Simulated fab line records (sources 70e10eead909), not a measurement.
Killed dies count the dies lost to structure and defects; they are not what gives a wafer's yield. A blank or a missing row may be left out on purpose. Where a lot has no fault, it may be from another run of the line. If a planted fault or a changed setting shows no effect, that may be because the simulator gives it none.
Matching of chambers :: flow nandHarc :: NHARC_P_CONTACT_ETCH_35 on rieDiel-02: 4 sister chambers
The step etches the open film in CF4, target depth 39 nm, time 65 s. 8 wafers are shown with their chamber, then 9 later ones without.

WAFERS WITH THEIR CHAMBER
wafer: L082.1
chamber: 0
drypumpMotorCurrentA (A): 6.3
rfVppV (V): 151.6

wafer: L082.2
chamber: 2
drypumpMotorCurrentA (A): 5.2
rfVppV (V): 150.8

wafer: L086.1
chamber: 0
drypumpMotorCurrentA (A): 6.3
rfVppV (V): 150.9

wafer: L086.2
chamber: 1
drypumpMotorCurrentA (A): 5.2
rfVppV (V): 153.0

wafer: L086.4
chamber: 3
drypumpMotorCurrentA (A): 5.8
rfVppV (V): 152.4

wafer: L091.1
chamber: 1
drypumpMotorCurrentA (A): 5.1
rfVppV (V): 152.2

wafer: L091.2
chamber: 2
drypumpMotorCurrentA (A): 5.3
rfVppV (V): 152.1

wafer: L091.4
chamber: 3
drypumpMotorCurrentA (A): 5.8
rfVppV (V): 152.2

WAFERS MISSING THEIR CHAMBER
wafer: L094.2
drypumpMotorCurrentA (A): 6.3
rfVppV (V): 150.7

wafer: L094.3
drypumpMotorCurrentA (A): 5.2
rfVppV (V): 154.1

wafer: L094.4
drypumpMotorCurrentA (A): 5.8
rfVppV (V): 151.6

wafer: L095.1
drypumpMotorCurrentA (A): 6.3
rfVppV (V): 151.3

wafer: L095.2
drypumpMotorCurrentA (A): 5.8
rfVppV (V): 151.8

wafer: L095.3
drypumpMotorCurrentA (A): 5.1
rfVppV (V): 152.9

wafer: L096.1
drypumpMotorCurrentA (A): 6.3
rfVppV (V): 150.2

wafer: L096.2
drypumpMotorCurrentA (A): 5.8
rfVppV (V): 150.9

wafer: L096.5
drypumpMotorCurrentA (A): 5.8
rfVppV (V): 150.6

EACH ONE'S CHAMBER
wafer: L094.2
from the rows above: 0
in truth: 0

wafer: L094.3
from the rows above: can't be placed: 1 or 2
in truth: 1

wafer: L094.4
from the rows above: 3
in truth: 3

wafer: L095.1
from the rows above: 0
in truth: 0

wafer: L095.2
from the rows above: 3
in truth: 3

wafer: L095.3
from the rows above: 1
in truth: 1

wafer: L096.1
from the rows above: 0
in truth: 0

wafer: L096.2
from the rows above: 3
in truth: 3

wafer: L096.5
from the rows above: 3
in truth: 3
Correct placement for 8 of the 9. Unplaceable from these rows: 1, with the true chamber sitting among the candidates in 1. Placed wrongly: 0.
How it was worked out, from the rows above alone: a wafer's distance from a chamber is the root of the sum, over the readings, of the square of ((its reading less the chamber's mean) divided by the reading's scatter). The wafer belongs to the nearest chamber; if the next one is less than 2 further off, it can't be placed. The mean given for a chamber averages the wafers shown for that chamber. How the scatter is found: for the shown wafers, subtract from each reading the mean of its chamber, square and add these, divide the total by (wafers less chambers), then take the root.
